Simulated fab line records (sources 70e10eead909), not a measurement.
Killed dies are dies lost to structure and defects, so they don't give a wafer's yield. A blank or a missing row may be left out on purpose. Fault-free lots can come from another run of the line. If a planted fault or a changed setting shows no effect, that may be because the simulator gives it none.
Which of the tools did it? || flow nand_harc || 18 wafers from 6 lots sampled at 4 of the route's 1159 steps

WHAT EACH GAUGE READ, for each wafer
NHARC_END_SORT_01.
{"lot": "L319", "measured": "day 21 03:55", "on": "prober-01", "killed_open": "2 1 3"}
{"lot": "L320", "measured": "day 22 03:57", "on": "prober-02", "killed_open": "3 6 5"}
{"lot": "L327", "measured": "day 24 07:16", "on": "prober-02", "killed_open": "4 3 6"}
{"lot": "L332", "measured": "day 24 22:04", "on": "prober-01", "killed_open": "2 6 5"}

WHICH TOOL RAN EACH LOT (tool, then ch and the chambers of the sampled wafers, then the start)
{"lot": "L312", "NHARC_A_M0_CMP_23": "cmp-01 ch 0,1,3, day 17 23:35", "NHARC_A_M1_ETCH_28": "rie_diel-01 ch 0,2,3, day 18 02:24", "NHARC_A_M1_ANNEAL_31": "rtp_anneal-02 ch 0, day 18 03:52"}
{"lot": "L315", "NHARC_A_M0_CMP_23": "cmp-01 ch 1,3, day 18 16:22", "NHARC_A_M1_ETCH_28": "rie_diel-09 ch 1,3, day 18 18:57", "NHARC_A_M1_ANNEAL_31": "rtp_anneal-01 ch 0, day 18 20:08"}
{"lot": "L319", "NHARC_A_M0_CMP_23": "cmp-02 ch 0,1,2, day 19 16:20", "NHARC_A_M1_ETCH_28": "rie_diel-09 ch 0,3, day 19 18:50", "NHARC_A_M1_ANNEAL_31": "rtp_anneal-01 ch 0, day 19 20:23"}
{"lot": "L320", "NHARC_A_M0_CMP_23": "cmp-03 ch 0,1, day 20 13:10", "NHARC_A_M1_ETCH_28": "rie_diel-01 ch 0,2,3, day 20 15:47", "NHARC_A_M1_ANNEAL_31": "rtp_anneal-02 ch 0, day 20 16:55"}
{"lot": "L327", "NHARC_A_M0_CMP_23": "cmp-02 ch 1,2,3, day 22 04:36", "NHARC_A_M1_ETCH_28": "rie_diel-01 ch 0,3, day 22 07:20", "NHARC_A_M1_ANNEAL_31": "rtp_anneal-01 ch 0, day 22 08:30"}
{"lot": "L332", "NHARC_A_M0_CMP_23": "cmp-01 ch 1,2, day 23 08:47", "NHARC_A_M1_ETCH_28": "rie_diel-09 ch 2,3, day 23 11:28", "NHARC_A_M1_ANNEAL_31": "rtp_anneal-02 ch 0, day 23 12:37"}
- NHARC_A_M0_CMP_23: polishes, t overpolish 20 s, target thk 113.75 nm.
- NHARC_A_M1_ETCH_28: etches the open film in CF4/N2, target depth 30 nm, time 72.99 s.
- NHARC_A_M1_ANNEAL_31: time 90 s.

THE ANSWER, worked out from the rows above alone
Rule: the usual values come from the lots themselves. Put in order of their means at a reading, lots are off if they are a third of the lots or fewer, leave a main group of 4 or more, and stand apart from it by a gap of 3 or more times the standard deviation of the main group's means; of several such gaps the widest counts. If all means in a main group match to the digits the tables above print for the reading, that group is not used. A lot without any number at a reading at which 4 lots or more have one is off too. Where the step has rows for the other lots, those lots are counted as sound.
Across all readings shown, no lot is off: no conclusion can be drawn from this.

WHAT WAS PUT IN BY THE SIMULATOR
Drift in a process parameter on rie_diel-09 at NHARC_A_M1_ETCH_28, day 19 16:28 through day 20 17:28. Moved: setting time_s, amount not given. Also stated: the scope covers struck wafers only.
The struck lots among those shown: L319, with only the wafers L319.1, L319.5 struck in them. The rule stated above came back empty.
